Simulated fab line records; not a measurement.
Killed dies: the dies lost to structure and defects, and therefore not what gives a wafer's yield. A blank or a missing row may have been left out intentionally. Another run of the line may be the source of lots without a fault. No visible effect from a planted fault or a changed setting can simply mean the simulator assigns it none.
The tool behind it: which one? ; flow n5 finfet ; 20 lots with 60 wafers sampled at 4 steps, on a route of 1938 steps

WHAT EACH GAUGE READ, for each wafer
N5_DUMMY_GATE_INSPECT_17: inspects for defects (brightfield). Usual: 201 for raw defect count, sd 54.
lot;measured;on;raw defect count;flag
L074;day 2 23:31;defect inspect-02;208 126 175;
L075;day 3 04:46;defect inspect-01;146 152 157;
L076;day 3 11:20;defect inspect-01;220 234 216;
L077;day 3 15:40;defect inspect-02;189 201 168;
L078;day 3 23:34;defect inspect-02;273 306 356;
L079;day 4 04:52;defect inspect-01;190 223 142;
L080;day 4 16:01;defect inspect-02;271 171 184;
L081;day 4 19:56;defect inspect-02;167 212 205;
L082;day 5 00:40;defect inspect-01;179 203 139;
L084;day 5 09:42;defect inspect-02;186 226 220;
L085;day 5 19:16;defect inspect-01;126 199 225;
L086;day 5 21:51;defect inspect-01;132 143 165;
L088;day 6 09:48;defect inspect-02;170 182 199;
L090;day 6 22:35;defect inspect-01;207 161 171;
L091;day 7 04:44;defect inspect-01;193 244 243;
L092;day 7 09:55;defect inspect-01;363 273 269;
L093;day 7 16:44;defect inspect-02;240 166 166;
L095;day 8 03:41;defect inspect-02;290 306 368;
L096;day 8 09:13;defect inspect-02;157 205 195;
L097;day 8 17:34;defect inspect-01;252 256 281;

WHAT TOOL EACH LOT RAN ON (gives the tool, then ch and the chambers of the sampled wafers, and finally the start)
lot;N5_STI_FIN_REVEAL_ETCHBACK_08;N5_STI_FIN_REVEAL_STRIP_24;N5_DUMMY_GATE_ALD_02
L074;rie diel-01 ch 0,1,2, day 2 11:45;rie diel-01 ch 0,1,2, day 2 11:47;ald sin-04 ch 0,1,2, day 2 14:55
L075;rie diel-06 ch 0,3, day 2 17:01;rie diel-06 ch 0,3, day 2 17:03;ald sin-03 ch 0,2,3, day 2 20:09
L076;rie diel-01 ch 0,2,3, day 2 23:40;rie diel-01 ch 0,2,3, day 2 23:41;ald sin-03 ch 0,2,3, day 3 02:47
L077;rie diel-01 ch 0,2, day 3 04:02;rie diel-01 ch 0,2, day 3 04:05;ald sin-01 ch 0,2,3, day 3 07:11
L078;rie diel-01 ch 1,3, day 3 11:44;rie diel-01 ch 1,3, day 3 11:46;ald sin-03 ch 1,2, day 3 15:05
L079;rie diel-02 ch 0,1, day 3 16:46;rie diel-02 ch 0,1, day 3 16:48;ald sin-03 ch 1,2, day 3 20:10
L080;rie diel-06 ch 0,1, day 3 22:46;rie diel-06 ch 0,1, day 3 22:49;ald sin-04 ch 0,2,3, day 4 01:55
L081;rie diel-02 ch 0,1,2, day 4 04:46;rie diel-02 ch 0,1,2, day 4 04:47;ald sin-03 ch 0,1,3, day 4 07:54
L082;rie diel-01 ch 1,2, day 4 11:15;rie diel-01 ch 1,2, day 4 11:17;ald sin-04 ch 1,2, day 4 14:28
L084;rie diel-01 ch 0,1,2, day 4 21:55;rie diel-01 ch 0,1,2, day 4 21:57;ald sin-01 ch 1,2,3, day 5 01:05
L085;rie diel-06 ch 0,1, day 5 05:09;rie diel-06 ch 0,1, day 5 05:11;ald sin-04 ch 1,2,3, day 5 08:49
L086;rie diel-01 ch 1,2,3, day 5 10:11;rie diel-01 ch 1,2,3, day 5 10:14;ald sin-04 ch 2,3, day 5 13:22
L088;rie diel-01 ch 0,1,3, day 5 22:04;rie diel-01 ch 0,1,3, day 5 22:07;ald sin-04 ch 0,1,3, day 6 01:20
L090;rie diel-02 ch 1,2, day 6 10:35;rie diel-02 ch 1,2, day 6 10:37;ald sin-01 ch 0,3, day 6 14:03
L091;rie diel-01 ch 0,1,2, day 6 16:59;rie diel-01 ch 0,1,2, day 6 17:01;ald sin-01 ch 1,2,3, day 6 20:07
L092;rie diel-06 ch 0,1,3, day 6 22:15;rie diel-06 ch 0,1,3, day 6 22:17;ald sin-03 ch 0,1, day 7 01:25
L093;rie diel-02 ch 0,1,3, day 7 05:07;rie diel-02 ch 0,1,3, day 7 05:09;ald sin-01 ch 2,3, day 7 08:15
L095;rie diel-06 ch 0,2, day 7 16:05;rie diel-06 ch 0,2, day 7 16:07;ald sin-03 ch 0,1,2, day 7 19:13
L096;rie diel-02 ch 0,1,2, day 7 21:34;rie diel-02 ch 0,1,2, day 7 21:35;ald sin-03 ch 0,2,3, day 8 00:43
L097;rie diel-06 ch 0,1, day 8 04:07;rie diel-06 ch 0,1, day 8 04:09;ald sin-01 ch 0,2,3, day 8 07:15
- N5_STI_FIN_REVEAL_ETCHBACK_08: etches SiO2 in C4F6/O2, target depth 30.5 nm, time 10.167 s.
- N5_STI_FIN_REVEAL_STRIP_24: strips in N2/H2, time 90 s.
- N5_DUMMY_GATE_ALD_02: deposits SiO2, target thk 2 nm, pulse time 1 s.

WHAT THE TOOLS THEMSELVES READ (means of the sampled wafers that have a number; where no wafer has one, the mark that the record gives instead)
N5_STI_FIN_REVEAL_ETCHBACK_08. Usual: value, then standard deviation, for each; drypump motor current A 5.6 A / 0.42; oes_ar_750_au 0.77 a.u. / 0.074; oes product au 0.77 a.u. / 0.079; rf fwd power W 340.7 W / 1.7; rf vpp V 665 V / 5.3; showerhead plenum p Torr 2.84 Torr / 0.12; throttle valve pct 21.28 % / 0.18.
lot;tool;drypump motor current A (A);oes_ar_750_au (a.u.);oes product au (a.u.);rf fwd power W (W);rf vpp V (V);showerhead plenum p Torr (Torr);throttle valve pct (%);flag
L074;rie diel-01;5.0;0.78;0.78;341.5;660;2.71;21.24;
L075;rie diel-06;6.1;0.75;0.75;339.8;672;2.88;21.21;
L076;rie diel-01;5.2;0.73;0.72;342.1;662;2.76;21.29;
L077;rie diel-01;4.9;0.76;0.76;342.3;659;2.67;21.27;
L078;rie diel-01;5.4;0.78;0.78;341.0;663;2.82;21.34;
L079;rie diel-02;5.6;0.85;0.85;340.4;667;3.01;21.38;
L080;rie diel-06;5.8;0.83;0.83;340.9;666;2.91;21.24;
L081;rie diel-02;5.6;0.80;0.80;340.3;670;2.94;21.35;
L082;rie diel-01;5.0;0.78;0.78;342.6;658;2.68;21.34;
L084;rie diel-01;5.1;0.76;0.76;341.3;660;2.70;21.27;
L085;rie diel-06;6.1;0.76;0.75;340.5;660;2.81;21.41;
L086;rie diel-01;5.3;0.75;0.74;341.8;660;2.77;21.39;
L088;rie diel-01;5.3;0.73;0.72;341.4;662;2.79;21.31;
L090;rie diel-02;5.4;0.74;0.74;339.3;671;2.87;21.34;
L091;rie diel-01;5.1;0.75;0.75;341.2;659;2.69;21.29;
L092;rie diel-06;6.1;0.82;0.82;339.0;666;2.83;21.23;
L093;rie diel-02;5.7;0.79;0.78;342.1;667;2.93;21.25;
L095;rie diel-06;5.7;0.79;0.79;339.5;667;2.95;21.22;
L096;rie diel-02;5.6;0.77;0.77;339.8;670;2.92;21.39;
L097;rie diel-06;6.1;0.93;0.93;340.9;667;3.02;21.22;

N5_STI_FIN_REVEAL_STRIP_24. Usual: drypump motor current A 5.6 A, standard deviation 0.43; n2 flow sccm 299.9 sccm, standard deviation 0.89; oes product au 0.77 a.u., standard deviation 0.08; rf vpp V 45.2 V, standard deviation 0.8; showerhead plenum p Torr 3.36 Torr, standard deviation 0.15; throttle valve pct 12.33 %, standard deviation 0.2.
lot;tool;drypump motor current A (A);n2 flow sccm (sccm);oes product au (a.u.);rf vpp V (V);showerhead plenum p Torr (Torr);throttle valve pct (%);flag
L074;rie diel-01;5.1;299.3;0.78;44.6;3.22;12.30;
L075;rie diel-06;6.1;299.3;0.75;44.5;3.41;12.27;
L076;rie diel-01;5.2;299.4;0.73;44.5;3.28;12.39;
L077;rie diel-01;5.0;299.4;0.76;44.9;3.16;12.33;
L078;rie diel-01;5.4;299.9;0.78;45.1;3.34;12.38;
L079;rie diel-02;5.6;300.0;0.86;45.5;3.57;12.30;
L080;rie diel-06;5.9;300.0;0.83;45.9;3.45;12.22;
L081;rie diel-02;5.6;299.7;0.80;45.4;3.49;12.33;
L082;rie diel-01;5.0;300.1;0.79;44.7;3.17;12.35;
L084;rie diel-01;5.1;299.9;0.77;44.7;3.21;12.35;
L085;rie diel-06;6.1;299.9;0.75;44.7;3.32;12.48;
L086;rie diel-01;5.3;300.3;0.74;44.4;3.28;12.44;
L088;rie diel-01;5.3;299.7;0.73;45.2;3.32;12.42;
L090;rie diel-02;5.4;301.0;0.74;46.2;3.41;12.42;
L091;rie diel-01;5.1;300.3;0.75;44.9;3.20;12.37;
L092;rie diel-06;6.1;299.8;0.82;45.7;3.35;12.22;
L093;rie diel-02;5.7;300.4;0.79;45.8;3.48;12.30;
L095;rie diel-06;5.7;299.2;0.79;45.3;3.49;12.21;
L096;rie diel-02;5.6;299.7;0.76;45.5;3.47;12.41;
L097;rie diel-06;6.1;298.7;0.93;45.2;3.58;12.11;

N5_DUMMY_GATE_ALD_02. Usual: heater power w 490 W, standard deviation 47; precursor pulse height rel 1.003, standard deviation 0.02.
lot;tool;heater power w (W);precursor pulse height rel;flag
L074;ald sin-04;541;1.003;
L075;ald sin-03;478;1.007;
L076;ald sin-03;485;1.039;
L077;ald sin-01;443;0.997;
L078;ald sin-03;475;0.995;
L079;ald sin-03;468;0.987;
L080;ald sin-04;544;1.023;
L081;ald sin-03;473;1.000;
L082;ald sin-04;530;1.018;
L084;ald sin-01;477;0.994;
L085;ald sin-04;535;0.997;
L086;ald sin-04;546;1.007;
L088;ald sin-04;550;1.012;
L090;ald sin-01;477;0.998;
L091;ald sin-01;479;1.017;
L092;ald sin-03;463;0.987;
L093;ald sin-01;502;1.025;
L095;ald sin-03;462;0.979;
L096;ald sin-03;489;0.996;
L097;ald sin-01;443;0.997;

THE ANSWER, worked out from the rows above alone
Rule: a lot is off if the mean of its wafers that have a number lies more than 3 standard deviations from the usual mean. Also off: a lot with no number at a reading for which 4 or more lots have one. Where the step has rows for the other lots, those lots are counted as sound. Order of review: gauges by route order, followed by the tools' own readings, for which a lot's mean as printed above is used. The first step at which some lot is off is used, and at that step the reading that is off furthest; a lot without a number counts as furthest.
Nothing can be told from this: no lot is off at any reading shown.

WHAT THE SIMULATOR HAD INSERTED
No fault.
